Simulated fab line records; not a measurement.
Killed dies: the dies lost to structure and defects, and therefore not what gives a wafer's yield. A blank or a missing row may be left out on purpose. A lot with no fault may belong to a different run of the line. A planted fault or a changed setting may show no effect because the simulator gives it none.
A lot that was struck, set against a sound lot	flow n5Finfet	17 steps out of a route of 1938
Sound: these wafers, L437.3, L437.4, L437.5. Struck: wafer L444.6; the same lot's L444.2 was not struck, so it is left out; see the end for the cause.
Per side, at each step with rows, come the tool, then ch with its chambers, and then its first start. Under that, the readings that differ: sound wafers	struck wafers	difference of the means	sigmas: that difference in standard deviations of wafers without a fault.
alike: a reading whose means differ by less than 2 such deviations, as well as words and numbers matching on both sides. not compared: withheld readings; readings where some wafer has no value; bounds like >300 that might hide an equal value; numbers whose values overlap and for which the record gives no deviation.
Wherever a step has rows on one side only, a row that says differs or no value, or a row with sigmas, the two part there. When numbers do not overlap yet have no deviation, they are printed without sigmas and do not part them. A reading missing from all wafers of one side parts the sides only when that side holds two or more wafers.

first, 1 step without rows for these wafers: N5_BEOL_M15_ETCH_61 (etches BARC in N2/H2, target depth 89 nm, overetch 26.7 nm, time 67.9 s).
N5_BEOL_M15_TRENCH_ETCH_34: etches SiO2 in C4F8/O2/Ar, target depth 872.93 nm, time 199 s.
  sound on rieDiel-05 ch 0,1,2, day 12 17:13; struck on rieDiel-05 ch 1, day 13 22:11
reading	sound	struck	difference	sigmas
throttleValvePct (%)	30.74 30.67 31.43	31.42	+0.47	+2
  alike: biasW, drypumpMotorCurrentA, oesProductAu, rfVppV, showerheadPlenumPTorr
  not compared: rfHoursCounterH
then, 1 step without rows for these wafers: N5_BEOL_M15_STRIP_36 (strips in O2).
N5_BEOL_M15_STRIP_62: strips in O2.
  sound: rieDiel-02 ch 2,3; struck: rieDiel-06 ch 3
reading	sound	struck	difference	sigmas
showerheadPlenumPTorr (Torr)	2.05 2.16 2.16	1.92	-0.20	-2
  alike: drypumpMotorCurrentA, oesProductAu, rfVppV, throttleValvePct
  not compared: rfHoursCounterH
then, 1 step without rows for these wafers: N5_BEOL_M15_STRIP_37 (strips in O2).
N5_BEOL_M15_ETCH_38: etches SiCN in CF4/N2, target depth 106.4 nm, time 120.5 s.
  sound: rieDiel-02 ch 2,3; struck: rieDiel-06 ch 3
reading	sound	struck	difference	sigmas
showerheadPlenumPTorr (Torr)	2.16 2.28 2.28	2.03	-0.21	-3
throttleValvePct (%)	15.55 15.50 15.50	15.23	-0.29	-2
  alike: biasW, drypumpMotorCurrentA, n2FlowSccm, oesProductAu, rfVppV
  not compared: rfHoursCounterH
then, 2 steps without rows for these wafers: N5_BEOL_M15_PRECLEAN_39 (cleans in residue remover, time 60 s); N5_BEOL_M15_SRD_40 (time 30 s, dry time 30 s).
N5_BEOL_M15_DEGAS_41: time 60 s.
  sound: pvdSputter-01 at day 12 17:52; struck: pvdSputter-01 at day 14 02:47
  alike: heaterPowerW
then, 1 step without rows for these wafers: N5_BEOL_M15_PRE_CLEAN_42 (time 30 s).
N5_BEOL_M15_SPUTTER_43: material TaN, target thk 15 nm, time 24.19 s.
  sound: pvdSputter-01 at day 12 17:57; struck: pvdSputter-01 at day 14 02:52
  alike: throttleValvePct
N5_BEOL_M15_SPUTTER_44: material Ta, target thk 15 nm, time 24.19 s.
  sound: pvdSputter-01 at day 12 18:02; struck: pvdSputter-01 at day 14 02:57
reading	sound	struck	difference	sigmas
model.Ta_of_BEOL_M15_SPUTTER_44.thkNm (nm)	14.8 15 14.8	20	+5	
  alike: throttleValvePct
then, 3 steps without rows for these wafers: N5_BEOL_M15_SPUTTER_45 (material Cu, target thk 100 nm, time 16.67 s); N5_BEOL_M15_ECD_47 (material Cu, target thk 1860 nm); N5_BEOL_M15_ANNEAL_48 (time 90 s).
N5_BEOL_M15_CMP_49: polishes, stops on SiO2, t overpolish 4.9 s, target thk 850 nm.
  sound on cmp-02 ch 1,3, day 12 18:49; struck on cmp-02 ch 3, day 14 03:58
reading	sound	struck	difference	sigmas
barrierFieldEndpointS (s)	11.24 11.05 11.26	13.68	+2.50	+9
  alike: clearingPlatenDownForcePsi, edgeZonePressureFrac, motorCurrentA, platenRpm
N5_BEOL_M15_THK_MEAS_50: measures by xrf.
  sound: filmMetro-02 at day 12 19:05; struck: filmMetro-02 at day 14 04:14
  alike: M15_THK

WHERE THEY PART
First at N5_BEOL_M15_TRENCH_ETCH_34; last, within this record, at N5_BEOL_M15_CMP_49. Later steps at which nothing parts them and some readings are alike: N5_BEOL_M15_THK_MEAS_50.

WHY: what had been put in by the simulator
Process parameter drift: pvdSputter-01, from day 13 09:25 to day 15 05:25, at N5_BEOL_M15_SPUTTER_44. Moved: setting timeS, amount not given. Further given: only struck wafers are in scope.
